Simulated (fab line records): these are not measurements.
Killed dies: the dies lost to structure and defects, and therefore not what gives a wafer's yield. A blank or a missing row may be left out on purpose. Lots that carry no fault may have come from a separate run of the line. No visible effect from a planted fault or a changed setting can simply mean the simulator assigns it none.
Code-filled problem report in 8D (eight disciplines) form | flow n5Finfet | the parts of the form that need people (team, actions taken, sign-off) are left out

## 1. THE ISSUE
Wafers without a fault read 32.9 s with a standard deviation of 1.1, while etchRfOnTimeS at N5_BEOL_M0_SAQP_ETCH_73 averages 23.4 s across 2 wafers of 1 lot. Measured from the usual mean, that is -8.6 standard deviations.
The step: etches SiARC in CF4, target depth 19.5 nm, time 32.5 s.
The first sign was on wafer L502.3 at day 9 23:13, on rieDiel-06. The record has a number at this step for 27 wafers belonging to 9 lots. Rule for "out", or "out of limits": more than 4 standard deviations from the usual mean. The rest of the wafers with a number are treated as sound.

## 2. WHAT IT IS, WHAT IT ISN'T
question                    | is               | is not
which readings at this step | etchRfOnTimeS    | drypumpMotorCurrentA, rfVppV, showerheadPlenumPTorr, throttleValvePct
which lots                  | L502             | L488, L490, L494, L495, L496, L501, L507, L508
which wafers of those lots  | L502.3, L502.5   | L502.4
read on which tools         | rieDiel-06       | rieDiel-02, rieDiel-05
when                        | from day 9 23:13 | up to then (19 sound wafers); but 6 sound wafers of L507, L508 came after

## 3. THE SUSPECTS, EACH WITH WHAT RULES IT OUT
Counting: if a tool at a process step up to the reading ran every lot that is out, it stays a suspect. Sound lots after the first of them don't rule it out here, since some wafers of a struck lot are sound.
- rieSi-04 at N5_BEOL_M0_SAQP_ETCH_102 (etches SiO2 in CF4, target depth 4 nm, time 4.4 s): kept. L502, the lot that is out, went through it at day 9 20:34; up to then, the latest sound lot through it was L501 at day 9 15:44.
- rieDiel-06 at N5_BEOL_M0_SAQP_ETCH_107 (etches SiNx in CH3F/O2, target depth 30 nm): kept. L502, the lot that is out, went through it at day 9 21:21; up to then, the latest sound lot through it was L501 at day 9 16:21.
- rieDiel-06 at N5_BEOL_M0_SAQP_ETCH_88 (etches underlayer in N2/H2, target depth 6.5 nm, time 5.2 s): kept. L502, the lot that is out, went through it at day 9 23:11; up to then, the latest sound lot through it was L496 at day 8 15:00.
- rieDiel-06 at N5_BEOL_M0_SAQP_ETCH_73 (etches SiARC in CF4, target depth 19.5 nm, time 32.5 s): kept. L502, the lot that is out, went through it at day 9 23:13; up to then, the latest sound lot through it was L496 at day 8 15:01. Its own readings are out on those wafers: etchRfOnTimeS.
- Within rieSi-04 at N5_BEOL_M0_SAQP_ETCH_102, the wafers that are out were processed in chamber 0 and their sound lot-mates in chamber 1.
- Within rieDiel-06 at N5_BEOL_M0_SAQP_ETCH_107: the wafers that are out ran in chambers 1, 2; their sound lot-mates ran in chamber 3.
- Within rieDiel-06 at N5_BEOL_M0_SAQP_ETCH_88: the wafers that are out ran in chambers 2, 3; their sound lot-mates ran in chamber 1.
- Within rieDiel-06 at N5_BEOL_M0_SAQP_ETCH_73: the wafers that are out ran in chambers 2, 3; their sound lot-mates ran in chamber 1.
Left after counting: rieSi-04 at N5_BEOL_M0_SAQP_ETCH_102, rieDiel-06 at N5_BEOL_M0_SAQP_ETCH_107, rieDiel-06 at N5_BEOL_M0_SAQP_ETCH_88, rieDiel-06 at N5_BEOL_M0_SAQP_ETCH_73.

## 4. THE CAUSE (what the simulator had put in)
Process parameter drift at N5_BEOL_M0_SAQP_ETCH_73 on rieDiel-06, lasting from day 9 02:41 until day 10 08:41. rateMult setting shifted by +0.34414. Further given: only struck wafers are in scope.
Counting leaves 4 suspects; this tool is one of them.

## 5. THE CHAIN OF EFFECTS, in route order
One row per reading whose mean, taken over the struck wafers that have a number, lies over 3 standard deviations from the usual. Only readings for which the record gives a usual standard deviation are gone through. hours: the time from each lot's start at the first step in this table that gives one to its start at this step, as a median over the lots. sigmas: the change in usual standard deviations.
hours | step                    | reading       | usual     | on struck wafers | change | sigmas
0     | N5_BEOL_M0_SAQP_ETCH_73 | etchRfOnTimeS | 32.9 s    | 23.4             | -9.5   | -8.6
0     | N5_BEOL_M0_SAQP_ETCH_73 | oesProductAu  | 0.66 a.u. | 0.86             | +0.20  | +3.0
Here are the process steps it includes:
- N5_BEOL_M0_SAQP_ETCH_73: etches SiARC in CF4, target depth 19.5 nm, time 32.5 s.
Later steps that measure or inspect, where all struck wafers having a row at the step show a number for every such reading and not one has moved that far: N5_BEOL_M4_RC_MEAS_101.

## 6. HOW IT WOULD HAVE BEEN CAUGHT EARLIER
First out-of-limits reading in this record: day 9 23:13, which is 21 hours after fault onset at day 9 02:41.
